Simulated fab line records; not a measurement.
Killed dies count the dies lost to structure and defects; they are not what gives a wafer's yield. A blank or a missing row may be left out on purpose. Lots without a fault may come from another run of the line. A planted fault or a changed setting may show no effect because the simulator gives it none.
Chamber matching	flow n5Finfet	4 sister chambers for N5_HKMG_FIN_ALD_21 on aldMetal-01
The step deposits TiN, target thk 1.5 nm, pulse time 1 s, purge time 3 s. 22 wafers are shown with their chamber, then 11 later ones without.

WAFERS PAIRED WITH THEIR CHAMBERS
wafer	chamber	heaterPowerW (W)	precursorPulseHeightRel
L074.1	3	852	0.990
L074.5	1	877	1.008
L074.6	2	857	0.969
L077.2	0	937	1.013
L077.3	3	859	0.985
L077.6	0	973	1.008
L078.1	2	847	0.996
L078.2	3	863	0.983
L078.4	0	929	1.037
L080.1	3	882	1.056
L080.5	3	832	0.996
L080.6	0	968	1.026
L081.2	1	895	0.986
L081.5	2	860	1.011
L081.6	1	875	1.018
L082.4	1	898	0.992
L082.5	2	849	0.991
L082.6	0	982	0.993
L088.3	3	870	1.014
L088.4	0	964	1.018
L088.5	0	953	1.019
L089.3	2	831	1.001

SIGNATURES (means of the wafers above)
reading	chamber 0	chamber 1	chamber 2	chamber 3	scatter within a chamber
heaterPowerW	958.00	886.25	848.80	859.67	16
precursorPulseHeightRel	1.01629	1.00100	0.99360	1.00400	0.0192
Rule: for each reading, subtract the chamber's mean from the wafer's reading, divide by that reading's scatter and square the result; add these up over the readings and take the root, which gives the wafer's distance from the chamber. If the next closest chamber is less than 2 further off than the closest, the wafer can't be placed; otherwise it belongs to the closest. The scatter: take each reading less its chamber's mean, square it, sum over the shown wafers, divide by the number of wafers less the number of chambers, and take the root.

WAFERS MISSING THEIR CHAMBER
wafer	heaterPowerW (W)	precursorPulseHeightRel
L089.5	951	0.979
L089.6	879	0.998
L090.1	899	1.015
L090.4	946	0.998
L090.5	870	0.964
L094.1	850	1.004
L094.4	939	0.985
L094.6	886	1.017
L095.1	864	0.990
L095.4	883	1.003
L095.6	856	0.991

WHICH CHAMBER EACH WENT THROUGH
wafer	from the rows above	in truth
L089.5	0	0
L089.6	can't be placed: 1 or 3 or 2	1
L090.1	can't be placed: 1 or 3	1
L090.4	0	0
L090.5	can't be placed: 2 or 1 or 3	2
L094.1	can't be placed: 2 or 3 or 1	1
L094.4	can't be placed: 0 or 1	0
L094.6	can't be placed: 1 or 3 or 2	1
L095.1	can't be placed: 3 or 2 or 1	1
L095.4	can't be placed: 1 or 3 or 2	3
L095.6	can't be placed: 2 or 3 or 1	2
Placed correctly: 2 of 11. Cannot be placed on the basis of these rows: 9; the candidates contain the true chamber in 9. Placed wrongly: 0.
